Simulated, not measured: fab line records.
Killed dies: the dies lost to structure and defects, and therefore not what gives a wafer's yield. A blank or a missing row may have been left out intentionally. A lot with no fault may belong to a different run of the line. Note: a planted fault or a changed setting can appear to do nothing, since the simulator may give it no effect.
Chamber matching | flow nandHarc | 4 sister chambers for NHARC_A_CHANNEL_HOLE_D1_ETCH_38 on rieDiel-06
The step etches the open film in CF4, target depth 39 nm, time 65 s. 4 wafers are shown with their chamber, then 9 later ones without.

== WAFERS PAIRED WITH THEIR CHAMBERS ==
wafer  | chamber | drypumpMotorCurrentA (A)
L079.1 | 0       | 6.1
L084.2 | 2       | 4.8
L089.3 | 3       | 5.5
L089.6 | 1       | 5.7

== WAFERS WITHOUT THEIR CHAMBER ==
wafer  | drypumpMotorCurrentA (A)
L093.1 | 5.7
L093.3 | 4.7
L093.4 | 6.1
L095.4 | 4.7
L095.5 | 5.7
L095.6 | 6.1
L096.2 | 6.1
L096.3 | 5.5
L096.6 | 5.7

== EACH ONE'S CHAMBER ==
wafer  | from the rows above | in truth
L093.1 | 1                   | 1
L093.3 | 2                   | 2
L093.4 | 0                   | 0
L095.4 | 2                   | 2
L095.5 | 1                   | 1
L095.6 | 0                   | 0
L096.2 | 0                   | 0
L096.3 | 3                   | 3
L096.6 | 1                   | 1
Placed correctly: 9 of 9. Left unplaced by these rows: 0. 0 placed wrongly.
How it was worked out, from the rows above alone: a wafer's distance from a chamber is the root of the sum, over the readings, of the square of ((its reading less the chamber's mean) divided by the reading's scatter). The wafer belongs to the nearest chamber; if the next one is less than 2 further off, it can't be placed. A chamber's mean is the mean of its shown wafers. The scatter (one wafer shown for each chamber): square how far every hidden wafer sits from the nearest shown wafer, average those squares and take the square root.
